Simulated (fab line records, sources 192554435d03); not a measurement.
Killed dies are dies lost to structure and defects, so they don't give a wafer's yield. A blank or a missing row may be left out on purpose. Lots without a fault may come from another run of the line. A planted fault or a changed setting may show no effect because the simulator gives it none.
Split-lot experiment | flow n5_finfet | 7 lots, 21 wafers read, on a route of 1938 steps

THE SPLIT
At N5_BEOL_M6_ETCH_61 (etches SiARC in CF4, target depth 45.5 nm, time 75.8 s), the setting bias_w was moved away from the recipe's 36 W on 5 of the 21 wafers read, by -14.3% to +8.6%. The other wafers ran this setting at the recipe's value.

The reading is taken at the split's own step.

THE READING
rf_vpp_V, in V, at N5_BEOL_M6_ETCH_61 (etches SiARC in CF4, target depth 45.5 nm, time 75.8 s). Fault-free wafers of this fab line usually give 184.2 V, standard deviation 1.1 V.

wafer  | tool, chamber at the split | bias_w as run, W | against the recipe | rf_vpp_V, V | against lot-mates on the recipe
L074.2 | rie_diel-03, 0             | 30.85            | -14.3%             | 166.9       | -16.6
L074.3 | rie_diel-03, 2             | 36               | recipe             | 183.3       | -
L074.4 | rie_diel-03, 1             | 36               | recipe             | 183.7       | -
L080.2 | rie_diel-06, 1             | 36               | recipe             | 184.2       | -
L080.3 | rie_diel-06, 2             | 36               | recipe             | 182.1       | -
L080.6 | rie_diel-06, 1             | 39.09            | +8.6%              | 194.5       | +11.4
L082.4 | rie_diel-06, 1             | 36               | recipe             | 184.2       | -
L082.5 | rie_diel-06, 0             | 36               | recipe             | 183.7       | -
L082.6 | rie_diel-06, 1             | 36               | recipe             | 184.2       | -
L086.1 | rie_diel-06, 1             | 36               | recipe             | 185.1       | -
L086.4 | rie_diel-06, 2             | 36               | recipe             | 183.2       | -
L086.5 | rie_diel-06, 0             | 36               | recipe             | 181.6       | -
L089.1 | rie_diel-06, 3             | 36               | recipe             | 186.2       | -
L089.4 | rie_diel-06, 0             | 36               | recipe             | 182.0       | -
L089.6 | rie_diel-06, 3             | 36               | recipe             | 184.8       | -
L091.1 | rie_diel-06, 0             | 33.7             | -6.4%              | 176.2       | -9.1
L091.4 | rie_diel-06, 2             | 36               | recipe             | 185.3       | -
L091.6 | rie_diel-06, 2             | 33.7             | -6.4%              | 175.5       | -9.8
L093.3 | rie_diel-03, 1             | 38.14            | +5.9%              | 191.1       | +7.2
L093.4 | rie_diel-03, 3             | 36               | recipe             | 183.4       | -
L093.6 | rie_diel-03, 3             | 36               | recipe             | 184.5       | -

THE FIT
A straight line over all 21 wafers: rf_vpp_V changes by +1.21 V for each +1% of bias_w; r = +0.98; the points scatter about the line by 1.1 V.
The same after taking each lot's own level away (the mean of its wafers on the recipe; 21 wafers): +1.26 V for each +1%; r = +0.98; scatter 1.1 V.
On that fit, the largest move of bias_w shifts the reading by 18 V.
The lots' own levels span 183.15 to 185.30 V, that is 2.0 times the standard deviation above.
So the lot-to-lot level changes the slope little: the two slopes agree.
Check: with one of the wafers moved furthest among these (-14.3%) left out of the fit, the line predicts -19.7 V for it against its lot-mates. It came out at -16.6 V against them.
Tool readings at the split's step, against how far the setting was moved: rf_vpp_V r = +0.98.

OTHER SPLITS ON THESE WAFERS
These wafers also went through other splits before the reading. Each is held against what the fit with the lots' levels taken away leaves over:
other split on the same wafers | wafers away from the commonest value | r with rf_vpp_V (lot level and that fit taken away)
N5_BEOL_M3_COAT_68 spin_rpm    | 4                                    | +0.02
N5_BEOL_M6_COAT_59 spin_rpm    | 5                                    | +0.31

THE FILE'S OWN FIT
rf_vpp_V changes by +1.23 V for each +1% of bias_w, r = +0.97.
